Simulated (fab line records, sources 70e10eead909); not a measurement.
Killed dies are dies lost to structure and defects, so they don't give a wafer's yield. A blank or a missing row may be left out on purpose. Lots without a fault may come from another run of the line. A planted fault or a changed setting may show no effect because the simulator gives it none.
A struck lot beside a sound one | flow nand_harc | 20 steps out of a route of 1302
Sound: wafers L638.1, L638.2, L638.4. Struck: wafers L649.1, L649.2, L649.5. The cause comes at the end.
At each step with rows: each side's tool, then ch and its chambers, then its first start. Under that, the readings that differ: sound wafers | struck wafers | difference of the means | sigmas: that difference in standard deviations of wafers without a fault.
alike: readings whose means differ by less than 2 such deviations, and words and numbers that are the same on both sides. not compared: withheld readings, readings that some wafer has no value for, bounds like >300 that may hide the same value, and numbers for which the record gives no deviation and whose values overlap.
The two part at a step that has a row with sigmas, a row that says differs or no value, or rows on one side only. Numbers that don't overlap but have no deviation are shown without sigmas and don't part them. A reading that every wafer of one side lacks parts them only if that side has two wafers or more.

NHARC_P_GATE_CD_MEAS_59: target cd 720 nm.
  sound on cd_sem-01 ch 0, day 6 06:38; struck on cd_sem-02 ch 0, day 10 14:55
  reading    | sound             | struck            | difference | sigmas
  cd_nm (nm) | 716.6 717.7 717.6 | 722.3 720.9 724.0 | +5.1       | +4
then, 1 step without rows for these wafers: NHARC_P_GATE_HARDBAKE_60 (time 80 s).
NHARC_P_GATE_DESCUM_61: chemistry O2, time 3 s.
  sound on rie_diel-12 ch 1,2,3, day 6 06:48; struck on rie_diel-12 ch 0,1,3, day 10 15:05
  alike: drypump_motor_current_A, oes_product_au, rf_vpp_V, showerhead_plenum_p_Torr, throttle_valve_pct
  not compared: rf_hours_counter_h
then, 1 step without rows for these wafers: NHARC_P_GATE_IMPLANT_62.
NHARC_P_GATE_STRIP_112: strips in N2/H2, time 200 s.
  sound on plasma_asher-01 ch 0,1, day 6 07:10; struck on plasma_asher-02 ch 0,1, day 10 15:27
  alike: drypump_motor_current_A, heater_power_w
  not compared: rf_hours_counter_h
NHARC_P_GATE_STRIP_76: strips in O2.
  sound on plasma_asher-01 ch 0,1, day 6 07:26; struck on plasma_asher-02 ch 0,1, day 10 15:43
  alike: drypump_motor_current_A, heater_power_w
  not compared: rf_hours_counter_h
then, 6 steps without rows for these wafers: NHARC_P_GATE_STRIP_63 (strips in SPM, time 900 s); NHARC_P_GATE_DEHYDRATE_83 (time 120 s); NHARC_P_GATE_HMDS_84 (time 30 s); NHARC_P_GATE_COAT_85; NHARC_P_GATE_SOFTBAKE_86 (time 95 s); NHARC_P_GATE_EBR_87.
NHARC_P_GATE_EXPOSE_88: exposes mask P HVN, target cd 2000 nm.
  sound on krf_scanner-03 ch 0, day 6 08:04; struck on krf_scanner-02 ch 0, day 10 16:21
  reading | sound                   | struck                           | difference | sigmas
  mask    | P_HVN#0 P_HVN#0 P_HVN#0 | P_HVN_R1#0 P_HVN_R1#0 P_HVN_R1#0 | differs    |
  alike: focus_offset_nm, reticle_temp_C
then, 2 steps without rows for these wafers: NHARC_P_GATE_PEB_89 (peb time 85 s); NHARC_P_GATE_DEVELOP_90 (time 70 s).
NHARC_P_GATE_CD_MEAS_91: target cd 2000 nm.
  sound on cd_sem-03 ch 0, day 6 08:13; struck on cd_sem-02 ch 0, day 10 16:31
  reading    | sound                | struck               | difference | sigmas
  cd_nm (nm) | 2000.0 2002.0 2001.8 | 2393.9 2396.2 2393.8 | +393.4     | +99 or more
then, 1 step without rows for these wafers: NHARC_P_GATE_HARDBAKE_92 (time 80 s).
NHARC_P_GATE_DESCUM_93: chemistry O2, time 3 s.
  sound on rie_diel-03 ch 0,2,3, day 6 08:23; struck on rie_diel-11 ch 0,2, day 10 16:41
  reading                 | sound          | struck         | difference | sigmas
  model.P_GATE.cd_nm (nm) | 2000 2002 2001 | 2394 2396 2394 | +394       |
  alike: drypump_motor_current_A, oes_product_au, rf_vpp_V, showerhead_plenum_p_Torr, throttle_valve_pct
  not compared: rf_hours_counter_h
then, 1 step without rows for these wafers: NHARC_P_GATE_IMPLANT_94.
-- the record jumps here: 19 days lie between the struck wafers' starts before and after (it left off in module P_GATE and takes up again in module END, whose first step shown is number 1302 of the route) --
NHARC_END_SORT_01:
  the record has rows for the struck wafers here (prober-02 ch 0, day 29 15:43) and none for the sound ones

WHERE THEY PART
First at NHARC_P_GATE_CD_MEAS_59; last, within this record, at NHARC_END_SORT_01.

WHY: what the simulator had put in
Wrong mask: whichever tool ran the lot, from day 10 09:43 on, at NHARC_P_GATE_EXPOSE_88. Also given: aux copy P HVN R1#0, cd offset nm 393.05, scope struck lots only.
